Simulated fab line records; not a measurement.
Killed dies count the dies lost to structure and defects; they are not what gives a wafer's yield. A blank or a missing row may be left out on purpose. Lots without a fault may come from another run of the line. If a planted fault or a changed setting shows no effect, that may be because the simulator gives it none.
A struck lot beside a sound one / flow n5Finfet / 15 out of 1938 route steps
Sound: wafers L413.2, L413.4, L413.5. Wafers L410.2, L410.5, L410.6 were the ones struck. At the end, the cause is stated.
For every step that has rows: the tool of each side, followed by ch and its chambers, followed by its first start. Under that, the readings that differ: sound wafers / struck wafers / difference of the means / sigmas: that difference in standard deviations of wafers without a fault.
alike: readings whose means differ by less than 2 such deviations, and words and numbers that are the same on both sides. not compared: withheld readings, readings that some wafer has no value for, bounds like >300 that may hide the same value, and numbers for which the record gives no deviation and whose values overlap.
The two part at a step that has a row with sigmas, a row that says differs or no value, or rows on one side only. When numbers do not overlap yet have no deviation, they are printed without sigmas and do not part them. A reading that every wafer of one side lacks parts them only if that side has two wafers or more.

first, 4 steps without rows for these wafers: N5_BEOL_M0_SAQP_SOFTBAKE_09 (time 60 s); N5_BEOL_M0_SAQP_EXPOSE_11 (exposes mask M0 CORE, target cd 42 nm); N5_BEOL_M0_SAQP_PEB_12 (peb time 60 s); N5_BEOL_M0_SAQP_DEVELOP_13 (develop time 30 s).
N5_BEOL_M0_SAQP_CD_MEAS_14: target cd 42.5 nm.
  sound on cdSem-02 ch 0, day 8 18:09; struck on cdSem-03 ch 0, day 8 05:12
  alike: cdNm
N5_BEOL_M0_SAQP_OVL_MEAS_15:
  sound on overlay-02 ch 0, day 8 18:11; struck on overlay-01 ch 0, day 8 05:14
reading=M0_CORE_OVL (nm); sound=1.0 0.4 0.9; struck=-1.3 -1.2 -0.7; difference=-1.8; sigmas=-2
N5_BEOL_M0_SAQP_INSPECT_16: inspects for defects (brightfield).
  sound on defectInspect-01 at day 8 18:12; struck on defectInspect-01 at day 8 05:15
reading=rawDefectCount; sound=416 536 393; struck=742 706 924; difference=+342; sigmas=+2
N5_BEOL_M0_SAQP_DESCUM_19: chemistry O2, time 7.9 s.
  sound on rieDiel-06 ch 0,1, day 8 18:20; struck on rieDiel-01 ch 0,1, day 8 05:17
  alike: drypumpMotorCurrentA, oesProductAu, rfVppV, showerheadPlenumPTorr, throttleValvePct
  not compared: rfHoursCounterH
N5_BEOL_M0_SAQP_ETCH_83: etches SiARC in CF4, target depth 39 nm, time 65 s.
  sound on rieDiel-06 ch 0,1, day 8 18:22; struck on rieDiel-01 ch 0,1, day 8 05:19
  alike: drypumpMotorCurrentA, etchRfOnTimeS, oesProductAu, rfVppV, showerheadPlenumPTorr, throttleValvePct
  not compared: rfHoursCounterH
N5_BEOL_M0_SAQP_ETCH_84: etches SOC in N2/H2, target depth 100 nm, overetch 20 nm, time 150 s.
  sound on rieDiel-06 ch 0,1, day 8 18:25; struck on rieDiel-01 ch 0,1, day 8 05:22
  alike: drypumpMotorCurrentA, oesProductAu, rfVppV, showerheadPlenumPTorr, throttleValvePct
  not compared: rfHoursCounterH
then, 1 step without rows for these wafers: N5_BEOL_M0_SAQP_STRIP_80 (strips in N2/H2).
N5_BEOL_M0_SAQP_HM_OPEN_112: chemistry CHF3/O2, target SiO2, stops on a-Si, target depth 12 nm, time 13.5 s.
  sound on rieDiel-06 ch 0,1, day 8 18:31; struck on rieDiel-01 ch 0,1, day 8 05:29
  alike: O2_flow_sccm, drypumpMotorCurrentA, oesProductAu, rfVppV, showerheadPlenumPTorr, throttleValvePct
  not compared: rfHoursCounterH
N5_BEOL_M0_SAQP_STRIP_113: strips in CHF3/O2.
  sound on rieDiel-06 ch 0,1, day 8 18:34; struck on rieDiel-01 ch 0,1, day 8 05:32
reading=model.SiARC_of_BEOL_M0_SAQP_COAT_82.thkNm (nm); sound=0 0 0; struck=5.2 6.2 5.4; difference=+5.6; sigmas=
N5_BEOL_M0_SAQP_MANDREL_ETCH_20: etches a-Si in HBr/Cl2, stops on SiNx, target depth 60 nm, bt time 10 s, time 30 s.
  sound on rieSi-05 ch 0,2,3, day 8 18:36; struck on rieSi-01 ch 0,2,3, day 8 05:34
  alike: HBr_flow_sccm, drypumpMotorCurrentA, oesProductAu, throttleValvePct
  not compared: rfHoursCounterH
-- here the record skips 3 days between the struck wafers' starts before and after, leaving off in module BEOL_M0_SAQP and picking up in module BEOL_M4 (first step shown: number 1111 of the route) --
N5_BEOL_M4_RC_MEAS_101:
  sound on prober-01 ch 0, day 11 15:10; struck on prober-01 ch 0, day 10 21:40
  alike: DIBL_N, DIBL_P, IOFF_N, IOFF_P, ION_N, ION_P, SS_N, SS_P, VT_N, VT_P

WHERE THEY PART
First at N5_BEOL_M0_SAQP_OVL_MEAS_15; last, within this record, at N5_BEOL_M0_SAQP_INSPECT_16. Later steps at which nothing parts them and some readings are alike: N5_BEOL_M0_SAQP_DESCUM_19, N5_BEOL_M0_SAQP_ETCH_83, N5_BEOL_M0_SAQP_ETCH_84, N5_BEOL_M0_SAQP_HM_OPEN_112, N5_BEOL_M0_SAQP_MANDREL_ETCH_20, N5_BEOL_M4_RC_MEAS_101.

WHY: what the simulator had put in
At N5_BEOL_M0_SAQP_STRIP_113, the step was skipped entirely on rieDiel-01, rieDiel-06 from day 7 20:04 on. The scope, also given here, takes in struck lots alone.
